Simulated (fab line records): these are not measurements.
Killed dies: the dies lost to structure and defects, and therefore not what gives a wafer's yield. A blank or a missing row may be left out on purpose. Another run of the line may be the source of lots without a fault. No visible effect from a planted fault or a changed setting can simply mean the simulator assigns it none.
The tool behind it: which one?	flow nandHarc	Sampling: 12 lots, 36 wafers, 6 of 1302 route steps

== WHAT EACH GAUGE READ, for each wafer ==
NHARC_A_ONON_D1_THK_MEAS_05: measures by ellipsometry. Usual: 1001 nm for thkNm, sd 9.3.
lot	measured	on	thkNm (nm)	flag
L585	day 8 13:58	filmMetro-02	999 997 996	
L586	day 8 20:05	filmMetro-01	994 993 994	
L587	day 9 15:47	filmMetro-01	1011 1011 1013	
L591	day 11 02:32	filmMetro-01	990 988 989	
L592	day 11 06:29	filmMetro-02	1008 1008 1007	
L593	day 12 01:47	filmMetro-01	1005 1003 1005	
L594	day 12 06:04	filmMetro-01	1005 1004 1004	
L595	day 13 00:49	filmMetro-01	1009 1009 1009	
L597	day 13 21:47	filmMetro-01	988 989 988	
L603	day 15 23:28	filmMetro-01	1001 1000 1001	
L605	day 16 21:44	filmMetro-01	992 988 992	
L606	day 17 06:07	filmMetro-01	984 985 986	

NHARC_A_ONON_D1_THK_MEAS_34: measures by ellipsometry. Usual: 201.0 nm for thkNm, sd 2.9.
lot	measured	on	thkNm (nm)	flag
L585	day 9 02:04	filmMetro-02	198.5 200.6 202.8	
L586	day 9 11:59	filmMetro-02	197.7 203.4 203.2	
L587	day 10 04:04	filmMetro-01	198.2 202.2 204.2	
L591	day 11 18:23	filmMetro-02	200.1 201.0 198.8	
L592	day 11 18:23	filmMetro-02	200.4 197.6 203.6	
L593	day 12 14:29	filmMetro-01	201.4 201.8 205.0	
L594	day 12 18:17	filmMetro-01	202.1 202.1 203.8	
L595	day 13 13:00	filmMetro-02	199.5 202.3 199.7	
L597	day 14 15:02	filmMetro-02	200.7 202.7 201.0	
L603	day 16 15:47	filmMetro-01	157.7 164.2 197.9	OFF
L605	day 17 12:04	filmMetro-01	159.4 198.5 195.5	OFF
L606	day 17 18:22	filmMetro-01	197.2 198.4 201.1	

NHARC_A_ONON_D1_INSPECT_32. Usual: 72 for rawDefectCount, sd 32.
lot	measured	on	rawDefectCount	flag
L585	day 9 02:08	defectInspect-01	29 104 43	
L586	day 9 12:04	defectInspect-01	189 145 119	
L587	day 10 04:07	defectInspect-01	78 68 88	
L591	day 11 18:27	defectInspect-01	61 43 48	
L592	day 11 18:27	defectInspect-02	92 106 73	
L593	day 12 14:34	defectInspect-01	62 38 31	
L594	day 12 18:22	defectInspect-02	76 72 56	
L595	day 13 13:05	defectInspect-02	95 89 151	
L597	day 14 15:07	defectInspect-01	68 79 74	
L603	day 16 15:51	defectInspect-02	50 98 64	
L605	day 17 12:08	defectInspect-01	75 92 70	
L606	day 17 18:27	defectInspect-01	65 54 35	

NHARC_END_SORT_01. Usual: killedAtArray 52, standard deviation 18; killedAtOther 0.6, standard deviation 0.83; killedAtPeriphery 4.3, standard deviation 2.8; killedDies 57, standard deviation 19; killedOpen 3.4, standard deviation 2; killedShort 2.5, standard deviation 1.7.
lot	measured	on	killedAtArray	killedAtOther	killedAtPeriphery	killedDies	killedOpen	killedShort	flag
L586	day 25 16:49	prober-01	24 12 25	0 1 2	3 3 5	27 16 32	0 2 6	8 1 2	
L587	day 25 12:23	prober-02	68 63 71	0 0 0	12 9 10	80 72 81	10 4 3	3 0 3	
L591	day 27 22:25	prober-02	66 55 66	1 1 2	1 3 1	68 59 69	4 6 4	2 4 2	
L592	day 27 15:25	prober-01	55 64 53	1 1 0	2 2 3	58 67 56	3 2 4	3 2 4	
L593	day 28 11:14	prober-01	23 16 25	4 0 1	3 1 2	30 17 28	8 1 4	3 5 6	
L594	day 28 13:36	prober-02	74	0	7	81	2	1	
L595	day 29 17:01	prober-01	37 31 25	1 0 1	5 4 8	43 35 34	4 4 3	3 2 2	

== TOOL THAT RAN EACH LOT (tool first, then ch and the chambers of the sampled wafers, then the start) ==
lot	NHARC_A_ZERO_WELL_DESCUM_12	NHARC_A_ONON_D1_DEP_33
L585	rieDiel-03 ch 0,1,2, day 7 15:22	pecvd-01 ch 1,2, day 9 01:41
L586	rieDiel-05 ch 0,2, day 7 19:11	pecvd-04 ch 0,1, day 9 11:37
L587	rieDiel-03 ch 0,1,2, day 8 13:33	pecvd-04 ch 1,2, day 10 03:38
L591	rieDiel-03 ch 0,1,3, day 10 02:04	pecvd-03 ch 0,1, day 11 18:01
L592	rieDiel-05 ch 0,2,3, day 10 08:31	pecvd-04 ch 0,2, day 11 17:58
L593	rieDiel-03 ch 0,1,3, day 11 04:04	pecvd-01 ch 1,2, day 12 14:07
L594	rieDiel-08 ch 0,1,3, day 11 06:44	pecvd-01 ch 0,2, day 12 17:58
L595	rieDiel-05 ch 0,3, day 12 02:24	pecvd-03 ch 1,2, day 13 12:35
L597	rieDiel-08 ch 0,2,3, day 12 23:10	pecvd-03 ch 1,2, day 14 14:40
L603	rieDiel-03 ch 1,2,3, day 15 02:27	pecvd-01 ch 0,2, day 16 15:28
L605	rieDiel-08 ch 1,2,3, day 15 23:14	pecvd-01 ch 0,1,2, day 17 11:39
L606	rieDiel-05 ch 0,1,2, day 16 03:17	pecvd-03 ch 0,1,2, day 17 17:58
- NHARC_A_ZERO_WELL_DESCUM_12: chemistry O2, time 3 s.
- NHARC_A_ONON_D1_DEP_33: deposits SiO2, target thk 200 nm.

== AS READ BY THE TOOLS THEMSELVES (means over the sampled wafers that have a number; for cases with no such wafer, the mark the record gives instead) ==
NHARC_A_ZERO_WELL_DESCUM_12. Usual: drypumpMotorCurrentA 5.7 A, standard deviation 0.34; oesProductAu 1.000 a.u., standard deviation 0.0078; rfVppV 57.7 V, standard deviation 0.99; showerheadPlenumPTorr 1.90 Torr, standard deviation 0.095; throttleValvePct 11.310 %, standard deviation 0.0087.
lot	tool	drypumpMotorCurrentA (A)	oesProductAu (a.u.)	rfVppV (V)	showerheadPlenumPTorr (Torr)	throttleValvePct (%)	flag
L585	rieDiel-03	6.1	0.997	57.7	1.95	11.308	
L586	rieDiel-05	5.6	0.999	57.4	1.87	11.300	
L587	rieDiel-03	6.0	1.002	58.0	1.95	11.311	
L591	rieDiel-03	5.8	0.998	57.9	1.88	11.315	
L592	rieDiel-05	5.6	1.004	57.5	1.84	11.310	
L593	rieDiel-03	5.8	0.993	57.5	1.88	11.306	
L594	rieDiel-08	5.7	1.000	57.9	1.91	11.311	
L595	rieDiel-05	5.6	0.989	57.5	1.85	11.306	
L597	rieDiel-08	5.8	1.003	57.0	1.83	11.312	
L603	rieDiel-03	5.8	1.007	58.7	1.91	11.314	
L605	rieDiel-08	5.7	1.014	57.3	1.92	11.310	
L606	rieDiel-05	5.5	1.003	58.5	1.89	11.310	

NHARC_A_ONON_D1_DEP_33. Usual: heaterPowerW 533 W, standard deviation 98; mfcPrecursorSccm 161.4 sccm, standard deviation 0.49; throttleValvePct 15.8 %, standard deviation 0.5.
lot	tool	heaterPowerW (W)	mfcPrecursorSccm (sccm)	throttleValvePct (%)	flag
L585	pecvd-01	506	161.8	15.9	
L586	pecvd-04	416	161.0	15.4	
L587	pecvd-04	429	161.1	15.5	
L591	pecvd-03	498	161.5	15.9	
L592	pecvd-04	569	160.9	15.4	
L593	pecvd-01	502	160.9	16.2	
L594	pecvd-01	631	161.2	16.6	
L595	pecvd-03	531	160.9	16.0	
L597	pecvd-03	593	161.1	15.8	
L603	pecvd-01	589	139.8	16.0	OFF
L605	pecvd-01	602	150.3	15.8	OFF
L606	pecvd-03	565	161.4	15.3	

== THE ANSWER, worked out from the rows above alone ==
Rule: a lot is off if the mean of its wafers that have a number lies more than 3 standard deviations from the usual mean. A lot without any number at a reading at which 4 lots or more have one is off too. The other lots that the step has rows for count as sound. First the gauges in route order, then the tools' own readings, where a lot's mean is used as printed above. At the first step where some lot is off, the reading lying furthest off is the one used; lots without a number count as furthest.
Off: L603, L605 (NHARC_A_ONON_D1_THK_MEAS_34, thkNm).
A tool fits if, at a process step before that reading, it ran every lot that is off, and no sound lot after the first of them. The gauges at NHARC_A_ONON_D1_THK_MEAS_34 aren't tried: what is off there is off at NHARC_A_ONON_D1_DEP_33 too, on other tools, and a gauge's error can't cause that. One fits: NHARC_A_ONON_D1_DEP_33 on pecvd-01. Its last sound lot is L594 (day 12 17:58), its first lot that is off L603 (day 16 15:28): a fault that began between those two fits.
On the lots that are off, the tool's own readings at NHARC_A_ONON_D1_DEP_33 differ by more than 5 times the standard deviation of the sound lots' means, which bears it out; mfcPrecursorSccm reads 145.1 sccm there versus 161.2 sccm on the sound lots.

== WHAT THE SIMULATOR HAD PUT IN ==
pecvd-01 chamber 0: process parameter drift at NHARC_A_ONON_D1_DEP_33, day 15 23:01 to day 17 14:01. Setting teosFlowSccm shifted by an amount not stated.
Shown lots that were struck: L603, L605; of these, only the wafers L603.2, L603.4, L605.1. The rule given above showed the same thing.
